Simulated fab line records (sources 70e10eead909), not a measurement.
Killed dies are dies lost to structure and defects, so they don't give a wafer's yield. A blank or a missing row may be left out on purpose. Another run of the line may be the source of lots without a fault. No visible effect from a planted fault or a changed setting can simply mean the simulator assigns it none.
fab line records    flow nand_harc
record lots=12  wafers=35  last_day=25
route steps=1159 shown A_M0@1014 A_M1@1031
lots with no fault: from the same line, run without faults
start_h: the number of hours between the record's first day and the start of the first shown wafer of the lot    wait_h: how many hours have passed since the lot's step before this one    " unchanged from the row above    L1.1+2: one row covering several wafers at once    - no value, or no start was given    * or withheld: withheld    < > ~ a bound
route shown NAME@n: NAME is a module with steps in the file, n the number in the route of the first one    usual: the fault-free wafers' mean and standard deviation    same: alike in all rows    chamber/n: place in a boat    sites: each site's reading    _std_site: standard deviation across them    _edge_site: inner sites' mean taken away from outer sites' mean    radius_mm: how far each site lies from the wafer's centre    mask NAME#n: copy n    behind: tool/chamber where the wafer was last shaped    hold: reason for holding the lot/hours on hold/outcome of the hold    device: whichever transistor did not switch (one of n, p or np)    end of line: the same wafers' tests at the end of the route    a step given without rows: its recipe and nothing more    killed: dies lost to structure and defects at the first sort, not the wafer's yield    map: shows each die of a wafer: x if killed, . if not, _ if none is there
set.NAME: the setting the step ran with; set.NAME@STEP: the setting that earlier step ran with    model.NAME: the simulator's own value behind a step, which no gauge read
one table for each step of the route and one row for each wafer, over a sample of lots
services: a tool's chamber out of use, with start hour (start_h, from the record's first day; less than 0 if before it), hours out, and reason
## steps
# step NHARC_A_M0_PRE_CLEAN_29
# recipe time_s=30  temp_c=280  gas=H2/He
# usual heater_power_w=408/43  susceptor_temp_C=280.03/0.2
lot.wafer  tool            chamber  start_h  wait_h  heater_power_w  susceptor_temp_C
L144.2     pvd_sputter-03  -        -        -       447             280.30
L144.3     "               -        "        "       384             280.30
L144.4     "               -        "        "       401             279.78
L145.1     pvd_sputter-03  -        -        -       393             280.02
L145.4     "               -        "        "       448             280.04
L145.3     "               -        "        "       394             280.39
L147.3     pvd_sputter-03  -        -        -       416             279.99
L147.1     "               -        "        "       395             280.31
L147.5     "               -        "        "       404             279.99
L146.3     pvd_sputter-02  -        -        -       406             -
L146.1     "               -        "        "       349             -
L146.6     "               -        "        "       490             -
L155.4     pvd_sputter-01  -        -        -       407             280.03
L155.2     "               -        "        "       325             280.08
L157.2     pvd_sputter-03  -        -        -       400             -
L157.3     "               -        "        "       417             -
L157.4     "               -        "        "       402             -
L158.2     pvd_sputter-03  -        -        -       396             280.02
L158.5     "               -        "        "       389             279.87
L158.6     "               -        "        "       410             280.05
L161.2     pvd_sputter-03  -        -        -       409             -
L161.4     "               -        "        "       397             -
L161.3     "               -        "        "       401             -
L160.3     pvd_sputter-02  -        -        -       348             279.78
L160.4     "               -        "        "       398             279.72
L160.1     "               -        "        "       482             280.01
L165.2     pvd_sputter-01  -        -        -       401             -
L165.4     "               -        "        "       445             -
L165.6     "               -        "        "       401             -
L166.1     pvd_sputter-02  -        -        -       414             279.82
L166.3     "               -        "        "       484             280.12
L166.5     "               -        "        "       420             280.09
L167.2     pvd_sputter-02  -        -        -       476             279.98
L167.4     "               -        "        "       417             280.27
L167.3     "               -        "        "       357             279.99
# step NHARC_A_M0_DEP_32
# recipe target_thk_a=300  temp_c=370  target_thk_nm=30  pressure_torr=3  flow_sccm=200  rf_w=450  material=SiCN
# usual heater_power_w=542/70  susceptor_temp_C=370.01/0.23
lot.wafer  tool      chamber  start_h  wait_h  heater_power_w  susceptor_temp_C
L144.2     pecvd-01  0        405.35   0.1     525             370.13
L144.3     "         2        "        "       478             369.60
L144.4     "         0        "        "       510             370.20
L145.1     pecvd-03  0        408.70   0.1     485             369.78
L145.3     "         1        "        "       684             369.80
L145.4     "         1        "        "       558             370.02
L147.1     pecvd-04  1        409.46   0.1     700             370.33
L147.3     "         2        "        "       487             369.79
L147.5     "         2        "        "       486             370.14
L146.3     pecvd-01  1        412.65   0.1     478             369.97
L146.1     "         0        "        "       525             370.32
L146.6     "         0        "        "       532             370.46
L155.2     pecvd-01  2        468.41   0.1     559             369.73
L155.4     "         2        "        "       586             369.99
L157.3     pecvd-04  1        480.85   0.1     705             370.07
L157.2     "         2        "        "       497             369.83
L157.4     "         1        "        "       721             369.91
L158.2     pecvd-03  2        505.57   0.1     507             370.03
L158.5     "         2        "        "       517             369.94
L158.6     "         1        "        "       537             370.00
L161.3     pecvd-04  1        519.09   0.1     657             369.56
L161.2     "         0        "        "       588             370.65
L161.4     "         1        "        "       641             369.96
L160.3     pecvd-03  0        519.90   0.1     539             369.90
L160.1     "         1        "        "       592             370.53
L160.4     "         1        "        "       588             370.13
L165.2     pecvd-03  1        531.44   0.1     547             369.82
L165.4     "         1        "        "       561             370.20
L165.6     "         2        "        "       425             369.90
L166.1     pecvd-01  2        532.33   0.1     594             370.16
L166.3     "         1        "        "       519             369.89
L166.5     "         1        "        "       419             370.23
L167.3     pecvd-03  1        542.57   0.1     572             370.05
L167.2     "         2        "        "       519             370.12
L167.4     "         0        "        "       481             370.17
# step NHARC_A_M1_SOFTBAKE_04
# recipe temp_c=105  time_s=55
# usual exhaust_pa=45.2/0.76  heater_power_total_W=188.45/0.14
lot.wafer  tool            chamber  start_h  wait_h  exhaust_pa  heater_power_total_W
L144.2     litho_track-06  0        406      -       44.8        188.37
L144.3     "               0        "        "       44.8        188.32
L144.4     "               0        "        "       45.6        188.29
L145.1     litho_track-04  0        409      -       46.0        188.27
L145.3     "               0        "        "       45.9        188.38
L145.4     "               0        "        "       46.0        188.36
L147.1     litho_track-06  0        410      -       46.0        188.45
L147.3     "               0        "        "       45.6        188.32
L147.5     "               0        "        "       45.6        188.30
L146.1     litho_track-06  0        413      -       45.6        188.42
L146.3     "               0        "        "       45.5        188.30
L146.6     "               0        "        "       45.5        188.64
L155.2     litho_track-04  0        469      -       46.4        188.32
L155.4     "               0        "        "       45.2        199.47
L157.2     litho_track-04  0        481      -       45.8        188.64
L157.3     "               0        "        "       46.2        188.29
L157.4     "               0        "        "       46.0        199.52
L158.2     litho_track-06  0        506      -       45.7        188.62
L158.5     "               0        "        "       45.0        188.25
L158.6     "               0        "        "       46.6        188.73
L161.2     litho_track-01  0        519      -       45.8        188.39
L161.3     "               0        "        "       45.6        188.34
L161.4     "               0        "        "       47.1        188.33
L160.1     litho_track-01  0        520      -       45.6        188.51
L160.3     "               0        "        "       44.9        188.63
L160.4     "               0        "        "       44.4        188.30
L165.2     litho_track-01  0        532      -       45.3        188.57
L165.4     "               0        "        "       45.3        188.71
L165.6     "               0        "        "       45.4        188.32
L166.1     litho_track-06  0        533      -       45.3        188.59
L166.3     "               0        "        "       43.5        188.57
L166.5     "               0        "        "       44.6        188.81
L167.2     litho_track-01  0        543      -       46.0        188.53
L167.3     "               0        "        "       44.9        188.41
L167.4     "               0        "        "       46.5        188.41
# step NHARC_A_M1_STRIP_18
# recipe power_w=1000  n2_flow_sccm=150  h2_flow_sccm=150  ar_flow_sccm=0  bias_w=0  chemistry=N2/H2
# usual drypump_motor_current_A=5.6/0.51  oes_product_au=1.001/0.014  rf_vpp_V=91.1/0.91  showerhead_plenum_p_Torr=2.12/0.071  throttle_valve_pct=14.171/0.0093
# same bias_w=0
lot.wafer  tool         chamber  start_h  wait_h  drypump_motor_current_A  oes_product_au  rf_hours_counter_h  rf_vpp_V  showerhead_plenum_p_Torr  throttle_valve_pct
L144.2     rie_diel-08  2        407.05   0.1     6.4                      1.006           7                   91.0      2.12                      14.165
L144.3     "            3        "        "       5.3                      1.003           6                   92.4      2.18                      14.182
L144.4     "            3        "        "       5.3                      0.994           -                   90.1      2.18                      14.167
L145.1     rie_diel-13  1        410.68   0.1     6.5                      0.997           3                   90.6      2.10                      14.168
L145.4     "            2        "        "       5.3                      0.988           3                   91.7      2.16                      14.164
L145.3     "            3        "        "       5.3                      1.018           3                   91.8      2.08                      14.161
L147.1     rie_diel-13  1        411.41   0.1     6.5                      0.987           3                   91.9      2.10                      14.168
L147.3     "            2        "        "       5.3                      0.985           3                   91.7      2.16                      14.188
L147.5     "            3        "        "       5.3                      1.011           -                   91.7      2.08                      14.172
L146.1     rie_diel-08  0        414.53   0.1     4.8                      0.990           7                   93.7      2.17                      14.163
L146.3     "            1        "        "       5.7                      0.985           5                   91.5      2.10                      14.178
L146.6     "            2        "        "       6.4                      1.003           -                   91.7      2.12                      14.163
L155.2     rie_diel-08  2        470.35   0.1     6.4                      1.028           13                  91.5      2.11                      14.157
L155.4     "            1        "        "       5.7                      1.013           9                   91.2      2.10                      14.174
L157.3     rie_diel-13  0        482.48   0.1     5.3                      1.012           1                   88.8      1.91                      14.155
L157.2     "            1        "        "       6.5                      0.998           1                   90.6      2.10                      14.161
L157.4     "            1        "        "       6.4                      1.010           -                   90.4      2.10                      14.171
L158.2     rie_diel-04  1        507.48   0.1     6.2                      0.978           3                   91.5      2.14                      14.172
L158.5     "            2        "        "       5.8                      0.996           -                   92.3      2.19                      14.170
L158.6     "            3        "        "       5.1                      0.985           -                   91.2      2.01                      14.160
L161.3     rie_diel-04  1        520.93   0.1     6.1                      0.984           4                   91.0      2.14                      14.166
L161.4     "            2        "        "       5.7                      0.987           4                   91.7      2.19                      14.175
L161.2     "            3        "        "       5.0                      0.996           4                   92.4      2.01                      14.179
L160.1     rie_diel-04  2        521.64   0.1     5.8                      0.996           4                   91.4      2.19                      14.159
L160.4     "            3        "        "       5.0                      0.993           4                   91.0      2.01                      14.165
L160.3     "            1        "        "       6.2                      0.983           4                   92.1      2.14                      14.175
L165.2     rie_diel-04  2        533.24   0.1     5.7                      1.008           4                   91.9      2.19                      14.177
L165.4     "            0        "        "       5.6                      1.000           4                   90.3      2.19                      14.164
L165.6     "            3        "        "       5.0                      0.995           -                   89.4      2.01                      14.180
L166.1     rie_diel-04  2        534.32   0.1     5.7                      0.994           4                   91.4      2.19                      14.172
L166.3     "            3        "        "       5.0                      0.999           4                   89.5      2.01                      14.173
L166.5     "            1        "        "       6.2                      0.965           -                   91.2      2.14                      14.171
L167.2     rie_diel-04  2        544.29   0.1     5.7                      1.000           5                   91.7      2.19                      14.161
L167.3     "            3        "        "       5.0                      0.983           5                   90.1      2.01                      14.178
L167.4     "            0        "        "       5.5                      0.994           4                   92.5      2.19                      14.173
## services
tool            chamber  start_h  hours  kind
pvd_sputter-02  -        392.00   10.0   pm
pvd_sputter-03  -        392.28   1.3    repair
rie_diel-04     2        399.60   45.8   repair
rie_diel-04     1        407.87   3.2    repair
pvd_sputter-02  -        411.50   4.1    repair
rie_diel-04     0        415.79   3.6    repair
pecvd-01        -        418.13   13.0   pm
pecvd-01        -        442.43   0.9    repair
litho_track-01  -        443.00   7.0    pm
rie_diel-13     3        445.23   11.2   repair
rie_diel-13     -        447.13   0.2    repair
rie_diel-13     -        453.02   9.0    pm
pvd_sputter-03  -        458.04   10.0   pm
rie_diel-04     -        466.05   9.0    pm
litho_track-06  -        467.00   7.0    pm
pecvd-03        -        475.11   13.0   pm
pvd_sputter-03  -        476.42   1.3    repair
rie_diel-13     2        477.34   6.8    repair
pvd_sputter-02  -        481.35   2.7    repair
rie_diel-13     2        498.10   9.5    repair
rie_diel-04     0        503.49   9.8    repair
rie_diel-13     0        504.04   7.6    repair
rie_diel-13     0        524.05   7.0    repair
pecvd-01        1        541.38   6.5    repair
## key
first_sign step=NHARC_A_M1_SOFTBAKE_04  reading=heater_power_total_W  direction=up  sigmas=81  usual=*  struck=*
effect none on later readings
met_at NHARC_A_M1_SOFTBAKE_04
struck_lots L155,L157
struck_wafers L155.4,L157.4
not_acting_at NHARC_A_M0_PRE_CLEAN_29,NHARC_A_M0_DEP_32,NHARC_A_M1_STRIP_18
onset_between 409 469
fault kind=process_parameter_drift  tool=litho_track-04  chamber=-  onset_h=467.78  steps=NHARC_A_M1_SOFTBAKE_04  channel=time_s  offset=*  shape=step  end_h=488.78  scope=struck_wafers_only  acts_in=*  stated=*
